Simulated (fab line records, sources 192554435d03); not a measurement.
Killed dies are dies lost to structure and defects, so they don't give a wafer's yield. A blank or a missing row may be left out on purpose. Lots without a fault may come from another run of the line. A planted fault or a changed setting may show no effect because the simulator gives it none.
Which tool did it? | flow n5_finfet | 12 lots, 36 wafers sampled, at 3 steps of a route of 1938

WHAT THE GAUGES READ, wafer by wafer
N5_BEOL_M2_CD_MEAS_35: target cd 18 nm, target cd y 22.2 nm.
lot  | measured     | on        | cd_nm (nm)
L076 | day 7 09:58  | cd_sem-01 | 18.4 18.6 18.2
L077 | day 7 20:55  | cd_sem-02 | 18.0 18.1 18.6
L079 | day 8 11:52  | cd_sem-02 | 18.3 18.5 18.1
L083 | day 9 01:52  | cd_sem-01 | 18.1 18.2 18.0
L082 | day 9 18:52  | cd_sem-03 | 18.1 18.1 18.5
L085 | day 10 00:32 | cd_sem-01 | 18.1 18.6 18.0
L088 | day 10 08:50 | cd_sem-01 | 18.2 18.5 18.1
L087 | day 11 02:58 | cd_sem-02 | 18.0 18.2 18.1
L092 | day 11 15:56 | cd_sem-01 | 17.8 18.1 18.5
L093 | day 11 22:59 | cd_sem-02 | 18.3 18.0 17.6
L094 | day 12 08:25 | cd_sem-02 | 18.1 18.3 17.8
L097 | day 12 20:26 | cd_sem-03 | 18.0 18.1 18.0

WHICH TOOL RAN EACH LOT (tool, then ch and the chambers of the sampled wafers, then the start)
lot  | N5_BEOL_M2_STRIP_36                | N5_BEOL_M2_TRENCH_ETCH_37
L076 | rie_diel-01 ch 0,2,3, day 7 09:37  | rie_diel-01 ch 0,2,3, day 7 09:58 or earlier
L077 | rie_diel-03 ch 0,3, day 7 20:34    | rie_diel-03 ch 0,3, day 7 20:55 or earlier
L079 | rie_diel-01 ch 1,2,3, day 8 11:31  | rie_diel-01 ch 1,2,3, day 8 11:52 or earlier
L083 | rie_diel-01 ch 1,2, day 9 01:31    | rie_diel-01 ch 1,2, day 9 01:52 or earlier
L082 | rie_diel-01 ch 1,2,3, day 9 18:31  | rie_diel-01 ch 1,2,3, day 9 18:52 or earlier
L085 | rie_diel-01 ch 0,1,3, day 10 00:11 | rie_diel-01 ch 0,1,3, day 10 00:32 or earlier
L088 | rie_diel-01 ch 1,2, day 10 08:28   | rie_diel-01 ch 1,2, day 10 08:50 or earlier
L087 | rie_diel-01 ch 0,2,3, day 11 02:37 | rie_diel-01 ch 0,2,3, day 11 02:58 or earlier
L092 | rie_diel-01 ch 2,3, day 11 15:35   | rie_diel-01 ch 2,3, day 11 15:56 or earlier
L093 | rie_diel-01 ch 1,2,3, day 11 22:33 | rie_diel-01 ch 1,2,3, day 11 22:59 or earlier
L094 | rie_diel-01 ch 0,1,3, day 12 08:04 | rie_diel-01 ch 0,1,3, day 12 08:25 or earlier
L097 | rie_diel-06 ch 0,2,3, day 12 20:05 | rie_diel-06 ch 0,2,3, day 12 20:26 or earlier
- N5_BEOL_M2_STRIP_36: strips in N2/H2.
- N5_BEOL_M2_TRENCH_ETCH_37: etches SiOC in C4F6/O2, target depth 55.555 nm, time 29.2 s.

THE ANSWER, worked out from the rows above alone
Rule: what is usual is taken from the lots themselves. Put in order of their means at a reading, lots are off if they are a third of the lots or fewer, leave a main group of 4 or more, and stand apart from it by a gap of 3 or more times the standard deviation of the main group's means; of several such gaps the widest counts. A main group whose means are all the same, to the digits that the tables above print for the reading, isn't used. A lot without any number at a reading at which 4 lots or more have one is off too. The other lots that the step has rows for count as sound.
No lot is off at any reading shown: from this, nothing can be told.

WHAT THE SIMULATOR HAD PUT IN
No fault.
